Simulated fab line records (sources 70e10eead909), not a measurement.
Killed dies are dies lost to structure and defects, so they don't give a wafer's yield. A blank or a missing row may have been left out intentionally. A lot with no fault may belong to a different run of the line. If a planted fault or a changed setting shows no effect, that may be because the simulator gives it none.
Problem report, 8D (eight disciplines) form, completed by code ; flow nand-harc ; the parts of the form that need people (team, actions taken, sign-off) are left out

== 1. THE ISSUE ==
thk-nm at NHARC_A_ONON_D1_THK_MEAS_24 reads a mean of 940 nm on 3 wafers of 2 lots; wafers without a fault read 998 nm with a standard deviation of 11. That puts it -5.2 standard deviations away from the usual mean.
The step: measures by ellipsometry.
First observed at day 10 01:21: wafer L941.1, on film-metro-02. The record has a number at this step for 42 wafers belonging to 14 lots. Rule for "out", or "out of limits": more than 4 standard deviations from the usual mean. All remaining wafers that have a number are taken as sound.

== 2. WHAT THIS IS AND IS NOT ==
question;is;is not
which readings at this step;thk-nm;-
which lots;L941, L944;L934, L935, L936, L937, L938, L940, L948, L950, L954, L955, L956, L957
which wafers of those lots;L941.1, L944.2, L944.5;L941.4, L941.6, L944.3
read on which gauges;film-metro-01, film-metro-02;-
when;from day 10 01:21;"up to then (20 sound wafers); but 19 sound wafers of L944, L948, L950, L954, L955, L956, L957 came after"

== 3. THE SUSPECTS, EACH WITH WHAT RULES IT OUT ==
Counting: a tool at a process step up to the reading stays a suspect if it ran every lot that is out. Sound lots after the first of them don't rule it out here, since some wafers of a struck lot are sound.
- ruled out: the gauge at NHARC_A_ONON_D1_THK_MEAS_24. The wafers that are out were read on 2 gauges (film-metro-01, film-metro-02).
- rie-diel-02 at NHARC_A_ZERO_WELL_ETCH_19 (etches the open film in N2/H2, target depth 80 nm, overetch 24 nm, time 87.88 s): kept. Every lot that is out went through it, the first being L941 (day 8 13:28); the last sound lot it ran before that was L940 (day 8 04:06).
- pecvd-onon-02 at NHARC_A_ONON_D1_DEP_22 (target thk 1000 nm): kept. Every lot that is out went through it, the first being L941 (day 10 00:50); the last sound lot it ran before that was L940 (day 9 16:58).
The count leaves pecvd-onon-02 at NHARC_A_ONON_D1_DEP_22 and rie-diel-02 at NHARC_A_ZERO_WELL_ETCH_19.

== 4. THE CAUSE (what the simulator had put in) ==
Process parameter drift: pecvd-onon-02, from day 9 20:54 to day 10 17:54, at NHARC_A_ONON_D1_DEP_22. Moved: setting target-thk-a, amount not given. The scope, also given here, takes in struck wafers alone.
Of the 2 suspects that counting leaves, this tool is one.

== 5. THE EFFECT CHAIN, in route order ==
Rows list readings where the struck wafers' mean (over those with a number) sits beyond 3 standard deviations from the usual. Scope: only readings with a usual standard deviation given in the record; hours: median across lots of the time from each lot's start at the first step in this table that gives one to its start at this step; sigmas: change in usual standard deviations.
hours;step;reading;usual;on struck wafers;change;sigmas
0;NHARC_A_ONON_D1_THK_MEAS_24;thk-nm;998 nm;940;-58;-5.2

== 6. HOW IT WOULD HAVE BEEN CAUGHT EARLIER ==
Counted from the fault's start at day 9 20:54, it took 4 hours until the first out-of-limits reading at a measuring or inspecting step in this record, taken at day 10 01:21.
Of the tool readings at NHARC_A_ONON_D1_DEP_22 for which the record gives a usual standard deviation, none was out on any struck wafer, so an alarm limit of 4 standard deviations on them would not have fired.
L944, from the lots that are out (2), started NHARC_A_ONON_D1_DEP_22 on pecvd-onon-02 later than day 10 01:21. A hold on the tool at that time would have spared it.
